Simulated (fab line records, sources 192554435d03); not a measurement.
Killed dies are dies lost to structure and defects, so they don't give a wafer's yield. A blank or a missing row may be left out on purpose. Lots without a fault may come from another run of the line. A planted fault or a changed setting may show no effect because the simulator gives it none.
Which tool did it? | flow n5_finfet | 7 lots, 21 wafers sampled, at 5 steps of a route of 1938

WHAT THE GAUGES READ, wafer by wafer
N5_STI_FIN_REVEAL_CD_MEAS_22: target cd 6.238 nm, pitch 28 nm.
lot  | measured    | on        | cd_nm (nm)
L922 | day 2 14:56 | cd_sem-03 | 6.47 6.33 5.88
L923 | day 2 21:22 | cd_sem-02 | 6.15 6.31 6.27
L932 | day 5 02:21 | cd_sem-03 | 6.21 6.44 6.19
L934 | day 5 13:01 | cd_sem-01 | 6.62 6.42 6.27
L941 | day 7 07:03 | cd_sem-01 | 8.90 6.00 6.43
L944 | day 8 00:52 | cd_sem-03 | 9.03 6.08 6.40
L945 | day 8 06:53 | cd_sem-02 | 6.11 6.31 6.21

WHICH TOOL RAN EACH LOT (tool, then ch and the chambers of the sampled wafers, then the start)
lot  | N5_FIN_SAQP_SPACER1_ALD_24       | N5_FIN_SAQP_SPACER2_ALD_28       | N5_FIN_SAQP_HM_OPEN_33            | N5_FIN_SAQP_ETCH_34
L922 | ald_sin-03 ch 0,2, day 1 23:37   | ald_sin-03 ch 0,3, day 2 03:31   | rie_diel-03 ch 0,2,3, day 2 04:05 | rie_diel-03 ch 0,2,3, day 2 04:09
L923 | ald_sin-04 ch 0,1, day 2 07:04   | ald_sin-02 ch 1,2, day 2 09:55   | rie_diel-06 ch 0,2, day 2 10:31   | rie_diel-06 ch 0,2, day 2 10:35
L932 | ald_sin-04 ch 0,2,3, day 4 11:43 | ald_sin-04 ch 1,2,3, day 4 13:39 | rie_diel-03 ch 2,3, day 4 14:14   | rie_diel-03 ch 2,3, day 4 14:19
L934 | ald_sin-03 ch 0,2,3, day 4 23:09 | ald_sin-03 ch 0,1,2, day 5 01:21 | rie_diel-03 ch 0,1,2, day 5 01:55 | rie_diel-03 ch 0,1,2, day 5 01:59
L941 | ald_sin-03 ch 0,1,3, day 6 17:04 | ald_sin-03 ch 0,2,3, day 6 19:20 | rie_diel-01 ch 1,2, day 6 19:55   | rie_diel-01 ch 1,2, day 6 19:59
L944 | ald_sin-03 ch 0,1,3, day 7 11:14 | ald_sin-03 ch 0,1,2, day 7 13:51 | rie_diel-06 ch 1,2,3, day 7 14:25 | rie_diel-06 ch 1,2,3, day 7 14:29
L945 | ald_sin-02 ch 0,1, day 7 17:10   | ald_sin-04 ch 0,1,2, day 7 19:07 | rie_diel-03 ch 0,3, day 7 19:49   | rie_diel-03 ch 0,3, day 7 19:53
- N5_FIN_SAQP_SPACER1_ALD_24: deposits SiO2, target thk 20.3 nm, pulse time 1 s, purge time 2 s.
- N5_FIN_SAQP_SPACER2_ALD_28: deposits SiO2, target thk 8.1 nm, pulse time 1 s, purge time 2 s.
- N5_FIN_SAQP_HM_OPEN_33: chemistry CH3F/O2, target SiNx, target depth 49.4 nm, time 70.6 s.
- N5_FIN_SAQP_ETCH_34: etches SiO2 in C4F6/O2, target depth 45 nm, time 15 s.

THE ANSWER, worked out from the rows above alone
Rule: what is usual is taken from the lots themselves. Put in order of their means at a reading, lots are off if they are a third of the lots or fewer, leave a main group of 4 or more, and stand apart from it by a gap of 3 or more times the standard deviation of the main group's means; of several such gaps the widest counts. A main group whose means are all the same, to the digits that the tables above print for the reading, isn't used. A lot without any number at a reading at which 4 lots or more have one is off too. The other lots that the step has rows for count as sound.
Off: L941, L944, at N5_STI_FIN_REVEAL_CD_MEAS_22 (cd_nm). The main group: mean 6.28 nm, standard deviation 0.082.
A tool fits if, at a process step before that reading, it ran every lot that is off, and no sound lot after the first of them. The gauges at N5_STI_FIN_REVEAL_CD_MEAS_22 are tried like those tools. One fits: ald_sin-03 at N5_FIN_SAQP_SPACER1_ALD_24 and N5_FIN_SAQP_SPACER2_ALD_28. At N5_FIN_SAQP_SPACER1_ALD_24 its last sound lot is L934 (day 4 23:09), its first lot that is off L941 (day 6 17:04): a fault that began between those two fits.

WHAT THE SIMULATOR HAD PUT IN
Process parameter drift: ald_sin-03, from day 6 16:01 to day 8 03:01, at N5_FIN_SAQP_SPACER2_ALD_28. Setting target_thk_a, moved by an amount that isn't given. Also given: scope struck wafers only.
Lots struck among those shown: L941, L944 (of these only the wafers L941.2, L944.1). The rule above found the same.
